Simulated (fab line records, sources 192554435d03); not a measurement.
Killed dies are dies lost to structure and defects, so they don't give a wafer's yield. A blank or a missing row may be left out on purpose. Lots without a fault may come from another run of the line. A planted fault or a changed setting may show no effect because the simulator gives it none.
Which tool did it? | flow n5_finfet | 11 lots, 33 wafers sampled, at 6 steps of a route of 1938

WHAT THE GAUGES READ, wafer by wafer
N5_BEOL_M7_OCD_MEAS_38. Usual: trench_depth_nm 93.3 nm, standard deviation 1.4.
lot  | measured     | on     | trench_depth_nm (nm) | flag
L914 | day 9 05:04  | ocd-01 | 92.0 92.6 92.7       |
L918 | day 10 04:35 | ocd-01 | 93.2 94.2 93.2       |
L920 | day 10 21:55 | ocd-01 | 92.7 94.6 93.4       |
L921 | day 11 01:59 | ocd-01 | 91.8 94.6 95.1       |
L922 | day 11 02:08 | ocd-02 | 91.4 91.7 92.3       |
L923 | day 12 01:27 | ocd-02 | 91.0 94.5 95.3       |
L930 | day 13 18:50 | ocd-01 | 92.0 95.9 93.5       |
L932 | day 14 21:38 | ocd-01 | 90.7 92.9 94.5       |
L935 | day 14 23:20 | ocd-02 | 93.8 94.4 90.2       |
L933 | day 15 00:43 | ocd-01 | 96.3 94.3 92.7       |
L934 | day 15 04:02 | ocd-02 | 94.1 93.9 93.1       |

N5_BEOL_M7_INSPECT_58: inspects for defects (darkfield). Usual: raw_defect_count 72, standard deviation 25.
lot  | measured     | on                | raw_defect_count | flag
L914 | day 9 07:43  | defect_inspect-01 | 43 79 73         |
L918 | day 10 07:57 | defect_inspect-01 | 46 52 70         |
L920 | day 11 02:44 | defect_inspect-02 | 88 90 69         |
L921 | day 11 07:41 | defect_inspect-01 | 70 102 75        |
L922 | day 11 07:55 | defect_inspect-02 | 503 521 485      | OFF
L923 | day 12 05:08 | defect_inspect-02 | 505 494 495      | OFF
L930 | day 13 21:21 | defect_inspect-02 | 49 52 36         |
L932 | day 15 00:40 | defect_inspect-01 | 70 53 54         |
L935 | day 15 02:05 | defect_inspect-02 | 64 55 62         |
L933 | day 15 03:34 | defect_inspect-01 | 89 93 76         |
L934 | day 15 06:50 | defect_inspect-02 | 69 62 80         |

N5_BEOL_M8_INSPECT_13: inspects for defects (brightfield). Usual: raw_defect_count 410, standard deviation 97.
lot  | measured     | on                | raw_defect_count | flag
L914 | day 9 09:41  | defect_inspect-01 | 366 445 412      |
L918 | day 10 12:50 | defect_inspect-02 | 285 325 270      |
L920 | day 11 07:25 | defect_inspect-02 | 434 379 355      |
L921 | day 11 10:23 | defect_inspect-01 | 419 406 460      |
L922 | day 11 12:25 | defect_inspect-01 | 860 822 824      | OFF
L923 | day 12 08:07 | defect_inspect-02 | 867 997 870      | OFF
L930 | day 14 01:12 | defect_inspect-02 | 339 383 341      |
L932 | day 15 01:53 | defect_inspect-01 | 400 449 345      |
L935 | day 15 04:35 | defect_inspect-01 | 430 420 516      |
L933 | day 15 05:17 | defect_inspect-01 | 534 477 396      |
L934 | day 15 09:16 | defect_inspect-01 | 330 380 326      |

WHICH TOOL RAN EACH LOT (tool, then ch and the chambers of the sampled wafers, then the start)
lot  | N5_BEOL_M7_PRE_CLEAN_55         | N5_BEOL_M8_ILD_DEP_00           | N5_BEOL_M8_CURE_74
L914 | pecvd-04 ch 0,1,2, day 9 07:36  | pecvd-01 ch 0,1,2, day 9 07:46  | uv_cure-01 ch 0, day 9 07:50
L918 | pecvd-02 ch 0,1,2, day 10 07:50 | pecvd-03 ch 0,1, day 10 08:00   | uv_cure-02 ch 1, day 10 08:19
L920 | pecvd-04 ch 0,2, day 11 02:37   | pecvd-04 ch 0,2, day 11 02:46   | uv_cure-01 ch 1, day 11 02:50
L921 | pecvd-04 ch 0,1,2, day 11 07:34 | pecvd-03 ch 1,2, day 11 07:43   | uv_cure-03 ch 0, day 11 07:52
L922 | pecvd-04 ch 0,1, day 11 07:48   | pecvd-03 ch 1,2, day 11 07:57   | uv_cure-01 ch 1, day 11 08:01
L923 | pecvd-04 ch 0,1,2, day 12 04:44 | pecvd-01 ch 0,2, day 12 05:10   | uv_cure-03 ch 0, day 12 05:14
L930 | pecvd-01 ch 1,2, day 13 21:14   | pecvd-04 ch 0,1, day 13 21:23   | uv_cure-02 ch 2, day 13 21:33
L932 | pecvd-01 ch 1,2, day 15 00:31   | pecvd-01 ch 1,2, day 15 00:43   | uv_cure-01 ch 0, day 15 00:48
L935 | pecvd-02 ch 0,1,2, day 15 01:58 | pecvd-03 ch 0,1,2, day 15 02:07 | uv_cure-03 ch 1, day 15 02:11
L933 | pecvd-01 ch 0,1, day 15 03:27   | pecvd-03 ch 0,1, day 15 03:37   | uv_cure-01 ch 1, day 15 03:50
L934 | pecvd-02 ch 0,2, day 15 06:43   | pecvd-01 ch 0,1,2, day 15 06:52 | uv_cure-02 ch 0, day 15 06:56
- N5_BEOL_M7_PRE_CLEAN_55: time 15 s.
- N5_BEOL_M8_ILD_DEP_00: deposits SiCOH lowk from DEMS/porogen, target thk 179.75 nm, time 33.4 s.
- N5_BEOL_M8_CURE_74: cures SiCOH lowk, time 240 s.

WHAT THE TOOLS THEMSELVES READ (means of the sampled wafers that have a number; where no wafer has one, the mark that the record gives instead)
N5_BEOL_M8_ILD_DEP_00. Usual: chamber_pressure_Torr 5.001 Torr, standard deviation 0.01; heater_power_w 315 W, standard deviation 88; showerhead_plenum_p_Torr 5.738 Torr, standard deviation 0.02; throttle_valve_pct 13.7 %, standard deviation 0.61.
lot  | tool     | chamber_pressure_Torr (Torr) | heater_power_w (W) | showerhead_plenum_p_Torr (Torr) | throttle_valve_pct (%) | flag
L914 | pecvd-01 | 4.997                        | 310                | 5.738                           | 13.9                   |
L918 | pecvd-03 | 5.007                        | 388                | 5.734                           | 14.2                   |
L920 | pecvd-04 | 5.005                        | 184                | 5.734                           | 13.3                   |
L921 | pecvd-03 | 4.987                        | 381                | 5.730                           | 13.7                   |
L922 | pecvd-03 | 5.001                        | 375                | 5.739                           | 12.9                   |
L923 | pecvd-01 | 4.992                        | 265                | 5.743                           | 13.7                   |
L930 | pecvd-04 | 4.989                        | 279                | 5.749                           | 13.5                   |
L932 | pecvd-01 | 5.009                        | 351                | 5.743                           | 14.0                   |
L935 | pecvd-03 | 5.007                        | 345                | 5.742                           | 13.4                   |
L933 | pecvd-03 | 5.009                        | 368                | 5.744                           | 14.3                   |
L934 | pecvd-01 | 4.998                        | 301                | 5.744                           | 14.0                   |

N5_BEOL_M8_CURE_74. Usual: lamp_power_pct 52.31 %, standard deviation 0.06; wafer_temp_C_max 386.7, standard deviation 0.59.
lot  | tool       | lamp_power_pct (%) | wafer_temp_C_max | flag
L914 | uv_cure-01 | 52.23              | 387.5            |
L918 | uv_cure-02 | 52.29              | 386.8            |
L920 | uv_cure-01 | 52.34              | 386.2            |
L921 | uv_cure-03 | 52.31              | 386.4            |
L922 | uv_cure-01 | 52.36              | 386.2            |
L923 | uv_cure-03 | 52.37              | 386.7            |
L930 | uv_cure-02 | 52.29              | 386.9            |
L932 | uv_cure-01 | 52.30              | 387.4            |
L935 | uv_cure-03 | 52.24              | 386.4            |
L933 | uv_cure-01 | 52.29              | 386.2            |
L934 | uv_cure-02 | 52.29              | 387.5            |

THE ANSWER, worked out from the rows above alone
Rule: a lot is off if the mean of its wafers that have a number lies more than 3 standard deviations from the usual mean. A lot without any number at a reading at which 4 lots or more have one is off too. The other lots that the step has rows for count as sound. The gauges are gone through in route order, then the tools' own readings, and for those a lot's mean is taken as printed above. The first step at which some lot is off is used, and at that step the reading that is off furthest; a lot without a number counts as furthest.
Off: L922, L923, at N5_BEOL_M7_INSPECT_58 (raw_defect_count).
A tool fits if, at a process step before that reading, it ran every lot that is off, and no sound lot after the first of them. The gauges at N5_BEOL_M7_INSPECT_58 are tried like those tools. One fits: pecvd-04 at N5_BEOL_M7_PRE_CLEAN_55. Its last sound lot is L921 (day 11 07:34), its first lot that is off L922 (day 11 07:48): a fault that began between those two fits.

WHAT THE SIMULATOR HAD PUT IN
Chamber particle source: pecvd-04, from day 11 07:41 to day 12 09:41, at N5_BEOL_M7_PRE_CLEAN_55. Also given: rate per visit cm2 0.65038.
Lots struck among those shown: L922, L923. The rule above found the same.
